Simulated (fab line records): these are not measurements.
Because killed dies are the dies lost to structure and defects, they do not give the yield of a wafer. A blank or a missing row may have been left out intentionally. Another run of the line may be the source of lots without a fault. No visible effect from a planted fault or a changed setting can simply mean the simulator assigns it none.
Problem report, 8D (eight disciplines) form, completed by code / flow nandHarc / the parts of the form that need people (team, actions taken, sign-off) are left out

1. THE ISSUE
killedAtPeriphery at NHARC_END_SORT_01 reads a mean of 62.0 on 1 wafer of 1 lot; wafers without a fault read 4.2 with a standard deviation of 2.8. Measured from the usual mean, that is +21 standard deviations.
Seen first at day 28 03:38 on prober-01, wafer L970.6. Wafers with a number at this step in the record: 14, from 6 lots. The rule behind "out" and "out of limits": a value lying over 4 standard deviations away from the usual mean. All remaining wafers that have a number are taken as sound.

2. WHAT IT IS; WHAT IT IS NOT
question=which readings at this step | is=killedAtPeriphery, sort_bin_3_pct | is not=killedAtArray, killedAtOther, killedOpen, killedShort, sort_bin_4_pct
question=which lots | is=L970 | is not=L969, L979, L980, L981, L982
question=which wafers of those lots | is=L970.6 | is not=L970.1, L970.3
question=read on which gauges | is=prober-01 | is not=prober-02
question=when | is=from day 28 03:38 | is not=up to then (5 sound wafers); but 8 sound wafers of L979, L980, L981, L982 came after

3. WHAT RULES OUT EACH SUSPECT
Counting: any tool at a process step up to the reading remains a suspect provided it ran every lot that is out. Sound lots after the first of them don't rule it out here, since some wafers of a struck lot are sound.
- the gauge at NHARC_END_SORT_01: kept. All the wafers that are out were read on prober-01, and no step on other tools shows them out.
- pvdSputter-01 at NHARC_P_BONDPAD_PVD_27 (deposits Cu, target thk 30 nm, time 20.49 s): kept. It ran the lot that is out, L970 (day 10 02:59).
- pvdSputter-01 at NHARC_A_BONDPAD_DEGAS_25 (time 60 s): kept. It ran the lot that is out, L970 (day 26 20:11); its last sound lot up to then is L969 (day 25 23:47).
- cmp-01 at NHARC_THIN_TSV_CMP_01 (polishes): kept. It ran the lot that is out, L970 (day 27 08:47).
- pvdSputter-03 at NHARC_THIN_TSV_PVD_19 (deposits TaN, target thk 20 nm): kept. It ran the lot that is out, L970 (day 27 23:38); its last sound lot up to then is L969 (day 27 08:19). Because NHARC_THIN_TSV_PVD_19 lacks a start for some lots, the hours and order of its lots are taken from NHARC_END_SORT_01.
Left after counting: pvdSputter-01 at NHARC_P_BONDPAD_PVD_27, pvdSputter-01 at NHARC_A_BONDPAD_DEGAS_25, cmp-01 at NHARC_THIN_TSV_CMP_01, pvdSputter-03 at NHARC_THIN_TSV_PVD_19, prober-01 at NHARC_END_SORT_01.

4. THE CAUSE (what the simulator had put in)
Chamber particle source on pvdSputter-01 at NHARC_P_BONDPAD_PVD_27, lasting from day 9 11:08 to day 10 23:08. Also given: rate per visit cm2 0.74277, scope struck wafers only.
Counting leaves 5 suspects; this tool is one of them.

5. THE EFFECT CHAIN, in route order
Rows list readings where the struck wafers' mean (over those with a number) sits beyond 3 standard deviations from the usual. Readings are gone through only where the record gives a usual standard deviation; hours: the median, over the lots, of the time from a lot's start at the first step in this table giving one to that lot's start at this step; sigmas: the change measured in usual standard deviations.
hours=0; step=NHARC_END_SORT_01; reading=defectLimitedYield; usual=92.0 %; on struck wafers=82.6; change=-9.4; sigmas=-3.6
hours=0; step=NHARC_END_SORT_01; reading=killedAtPeriphery; usual=4.2; on struck wafers=62.0; change=+57.8; sigmas=+21
hours=0; step=NHARC_END_SORT_01; reading=killedDies; usual=54; on struck wafers=118; change=+64; sigmas=+3.6
hours=0; step=NHARC_END_SORT_01; reading=sort_bin_2_pct; usual=2.8 %; on struck wafers=6.8; change=+4.0; sigmas=+3.3
hours=0; step=NHARC_END_SORT_01; reading=sort_bin_3_pct; usual=0.6 %; on struck wafers=3.5; change=+2.9; sigmas=+7.8
hours=0; step=NHARC_END_SORT_01; reading=sortNPass; usual=623; on struck wafers=559; change=-64; sigmas=-3.6
hours=0; step=NHARC_END_SORT_01; reading=sortYieldPct; usual=92.0 %; on struck wafers=82.6; change=-9.4; sigmas=-3.6

6. WHAT WOULD HAVE CAUGHT IT SOONER
448 hours passed between the start of the fault at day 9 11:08 and the first reading out of limits at a measuring or inspecting step in this record, taken at day 28 03:38.
No tool reading at NHARC_P_BONDPAD_PVD_27 that has a usual standard deviation in the record was out on any struck wafer, so an alarm limit of 4 standard deviations on those readings would not have fired.
The start of NHARC_P_BONDPAD_PVD_27 on pvdSputter-01 came by day 28 03:38 for every one of the lots that are out (1). Holding the tool at that point would not have protected any of them.
